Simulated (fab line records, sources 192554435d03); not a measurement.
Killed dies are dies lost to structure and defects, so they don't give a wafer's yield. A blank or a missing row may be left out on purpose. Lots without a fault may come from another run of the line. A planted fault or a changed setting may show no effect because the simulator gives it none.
A struck lot beside a sound one | flow n5_finfet | 17 steps out of a route of 1938
Sound: wafers L595.1, L595.3, L595.5. Struck: wafer L598.3. (L598.1, L598.6 of the same lot were not struck and are left out.) The cause comes at the end.
At each step with rows: each side's tool, then ch and its chambers, then its first start. Under that, the readings that differ: sound wafers | struck wafers | difference of the means | sigmas: that difference in standard deviations of wafers without a fault.
alike: readings whose means differ by less than 2 such deviations, and words and numbers that are the same on both sides. not compared: withheld readings, readings that some wafer has no value for, bounds like >300 that may hide the same value, and numbers for which the record gives no deviation and whose values overlap.
The two part at a step that has a row with sigmas, a row that says differs or no value, or rows on one side only. Numbers that don't overlap but have no deviation are shown without sigmas and don't part them. A reading that every wafer of one side lacks parts them only if that side has two wafers or more.

N5_BEOL_M0_CUTY_CD_MEAS_57: target cd 200 nm.
  sound on cd_sem-01 ch 0, day 7 10:47; struck on cd_sem-02 ch 0, day 8 04:56
  alike: cd_nm
N5_BEOL_M0_CUTY_OVL_MEAS_58:
  sound on overlay-02 ch 0, day 7 10:49; struck on overlay-02 ch 0, day 8 04:58
  alike: M0_ABLK_OVL
N5_BEOL_M0_CUTY_INSPECT_59: inspects for defects (macro).
  sound on defect_inspect-02, day 7 10:50; struck on defect_inspect-02, day 8 04:59
  alike: raw_defect_count
then, 1 step without rows for these wafers: N5_BEOL_M0_CUTY_DESCUM_61 (chemistry O2, time 7.9 s).
N5_BEOL_M0_CUTY_ETCH_62: etches SiARC in CF4, time 58.5 s.
  sound on rie_diel-03 ch 2,3, day 7 11:05; struck on rie_diel-01 ch 0, day 8 05:08
  reading               | sound          | struck | difference | sigmas
  oes_product_au (a.u.) | 0.59 0.62 0.59 | 0.77   | +0.17      | +2
  alike: drypump_motor_current_A, etch_rf_on_time_s, rf_fwd_power_W, rf_vpp_V, showerhead_plenum_p_Torr, throttle_valve_pct
  not compared: rf_hours_counter_h
then, 2 steps without rows for these wafers: N5_BEOL_M0_CUTY_ETCH_63 (etches SOC in N2/H2, target depth 82.7 nm, overetch 16.5 nm, time 124 s); N5_BEOL_M0_CUTY_STRIP_64 (strips in N2/H2).
N5_BEOL_M0_ETCH_138: etches SiCN in CH3F/O2, target depth 12 nm, time 31.6 s.
  sound on rie_diel-03 ch 2,3, day 7 11:16; struck on rie_diel-01 ch 0, day 8 05:18
  reading               | sound          | struck | difference | sigmas
  oes_product_au (a.u.) | 0.59 0.62 0.59 | 0.77   | +0.17      | +2
  alike: drypump_motor_current_A, etch_rf_on_time_s, rf_fwd_power_W, rf_vpp_V, showerhead_plenum_p_Torr, throttle_valve_pct
  not compared: rf_hours_counter_h
N5_BEOL_M0_HM_OPEN_105: chemistry Cl2/BCl3, target TiN, target depth 12 nm.
  sound on rie_metal-02 ch 1, day 7 16:04; struck on rie_metal-01 ch 0, day 8 05:24
  alike: drypump_motor_current_A, oes_product_au, throttle_valve_pct
  not compared: rf_hours_counter_h
N5_BEOL_M0_STRIP_140: strips in CF4.
  sound on rie_diel-03 ch 1,2,3, day 7 16:15; struck on rie_diel-01 ch 1, day 8 05:34
  alike: bias_power_w, drypump_motor_current_A, oes_product_au, rf_vpp_V, showerhead_plenum_p_Torr, throttle_valve_pct
  not compared: rf_hours_counter_h
N5_BEOL_M0_STRIP_104: strips in N2/H2.
  sound on rie_diel-03 ch 1,2,3, day 7 16:16; struck on rie_diel-01 ch 1, day 8 05:35
  reading      | sound          | struck | difference | sigmas
  rf_vpp_V (V) | 56.0 59.0 59.3 | 61.9   | +3.8       | +2
  alike: bias_power_w, drypump_motor_current_A, oes_product_au, showerhead_plenum_p_Torr, temp_c, throttle_valve_pct
  not compared: rf_hours_counter_h
then, 1 step without rows for these wafers: N5_BEOL_M0_WET_ETCH_106 (etches SiO2 in DHF, target depth 130 nm, rinse time 30 s).
N5_BEOL_M0_ETCH_128: etches SiCN in CF4/N2, target depth 12 nm, overetch 5.1 nm, time 21.4 s.
  sound on rie_diel-01 ch 0,1,2, day 7 16:48; struck on rie_diel-01 ch 0, day 8 05:43
  reading                                         | sound             | struck | difference | sigmas
  rf_fwd_power_W (W)                              | 425.7 429.2 427.9 | 683.2  | +255.6     | +99 or more
  rf_vpp_V (V)                                    | 381.3 381.4 381.0 | 325.8  | -55.4      | -22
  model.TiN_of_BEOL_M0_SAQP_HM_DEP_02.thk_nm (nm) | 10.8 10.8 10.6    | 10.4   | -0.3       |
  alike: drypump_motor_current_A, oes_product_au, showerhead_plenum_p_Torr, throttle_valve_pct
  not compared: rf_hours_counter_h
N5_BEOL_M0_TRENCH_ETCH_107: etches SiOC in C4F6/O2, target depth 32.8 nm, time 16.4 s.
  sound on rie_diel-01 ch 0,1,2, day 7 16:51; struck on rie_diel-01 ch 0, day 8 05:46
  reading                                         | sound       | struck | difference | sigmas
  model.TiN_of_BEOL_M0_SAQP_HM_DEP_02.thk_nm (nm) | 9.4 9.4 9.2 | 9      | +0         |
  alike: drypump_motor_current_A, oes_product_au, rf_fwd_power_W, rf_vpp_V, showerhead_plenum_p_Torr, throttle_valve_pct
  not compared: rf_hours_counter_h
then, 1 step without rows for these wafers: N5_BEOL_M0_STRIP_142 (strips in N2/H2, time 10 s).
-- the record jumps here: 4 days lie between the struck wafers' starts before and after (it left off in module BEOL_M0 and takes up again in module BEOL_M4, whose first step shown is number 1111 of the route) --
N5_BEOL_M4_RC_MEAS_101:
  sound on prober-01 ch 0, day 11 03:01; struck on prober-02 ch 0, day 12 09:36
  alike: DIBL_N, DIBL_P, IOFF_N, IOFF_P, ION_N, ION_P, SS_N, SS_P, VT_N, VT_P
N5_PASSIVATION_PROBE_49:
  the record has rows for the sound wafers here (prober-02, day 15 10:04) and none for the struck ones

WHERE THEY PART
First at N5_BEOL_M0_CUTY_ETCH_62; last, within this record, at N5_PASSIVATION_PROBE_49.

WHY: what the simulator had put in
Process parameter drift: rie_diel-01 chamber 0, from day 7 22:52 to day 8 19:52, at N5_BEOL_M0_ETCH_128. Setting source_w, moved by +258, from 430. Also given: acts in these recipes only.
